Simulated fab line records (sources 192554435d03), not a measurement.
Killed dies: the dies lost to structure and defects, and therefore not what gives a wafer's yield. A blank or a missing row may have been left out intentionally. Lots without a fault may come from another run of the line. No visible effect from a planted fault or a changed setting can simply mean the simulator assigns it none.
A single fault, viewed from 2 desks | flow n5Finfet | each desk holds nothing but its own numbers, with what lay behind them at the end

== FROM THE METROLOGY DESK ==
What the gauges read, lot by lot, whatever tool the lot ran on: means of the sampled wafers that have a number. A lot is out of limits, marked OUT, if its mean lies more than 4 standard deviations from the usual mean; the brackets give that distance.
Columns: A = M12_ILD_THK at N5_BEOL_M12_THK_MEAS_01, usual 655 nm; B = V11_OVL at N5_BEOL_M12_OVL_MEAS_11, usual 0 nm; C = cdNm at N5_BEOL_M12_CD_MEAS_17, usual 140.2 nm
lot  | first seen here | A   | B             | C
L212 | day 11 04:06    | 654 | 2             | 140.3
L211 | day 11 07:10    | 653 | 5             | 140.4
L213 | day 12 00:41    | 656 | -3            | 140.2
L214 | day 12 09:07    | 658 | 4             | 139.2
L215 | day 12 09:20    | 657 | -1            | 143.0
L216 | day 12 09:34    | 645 | 0             | 140.0
L217 | day 12 20:56    | 672 | -4            | 138.9
L219 | day 13 08:44    | 654 | -4            | 139.7
L221 | day 13 17:54    | 652 | 6             | 139.9
L226 | day 15 01:02    | 643 | 20 (+4.0) OUT | 140.1
L229 | day 15 05:13    | 656 | 22 (+4.6) OUT | 138.8
This desk reports L226, L229 out of limits; the earliest was L226 at day 15 01:22 (V11_OVL at N5_BEOL_M12_OVL_MEAS_11). L212, L211, L213, L214, L215, L216, L217, L219, L221: within limits.

== DESK OF THE TOOL OWNER: krfScanner-02 ==
The tool's own readings at N5_BEOL_M12_EXPOSE_07 (exposes mask V11): means of the sampled wafers that have a number, for each lot that ran on this tool. A lot is out of limits, marked OUT, if its mean lies more than 4 standard deviations from the usual mean; the brackets give that distance.
Columns: A = exposureDoseMJCm2 at N5_BEOL_M12_EXPOSE_07, usual 32.45; B = focusOffsetNm at N5_BEOL_M12_EXPOSE_07, usual -0.1 nm; C = reticleTempC at N5_BEOL_M12_EXPOSE_07, usual 22.99 C
lot  | first seen here | A     | B    | C
L212 | day 11 04:22    | 32.46 | -0.5 | 23.10
L217 | day 12 22:15    | 32.48 | 1.0  | 22.90
L219 | day 13 08:53    | 32.45 | -0.9 | 22.91
L221 | day 13 18:02    | 32.49 | 0.8  | 23.03
L226 | day 15 01:10    | 32.47 | -0.5 | 23.01
L229 | day 15 05:20    | 32.40 | 0.3  | 22.96
Result from this desk: across the 6 lots, nothing is out of limits.

== ALL TOGETHER ==
At day 15 01:22 the metrology desk could have sounded an alarm, on L226, L229.
The desk of the tool owner found nothing out of limits.
Tool owner's desk: L226, L229 on record, inside its limits.
N5_BEOL_M12_EXPOSE_07 was run on krfScanner-02 by each of the lots named.

== WHAT THE SIMULATOR HAD PUT IN ==
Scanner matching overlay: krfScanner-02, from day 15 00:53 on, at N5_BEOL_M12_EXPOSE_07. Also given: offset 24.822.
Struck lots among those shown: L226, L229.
Time in hours between the start of the fault and the first out-of-limits reading at each desk: metrology desk, 0.
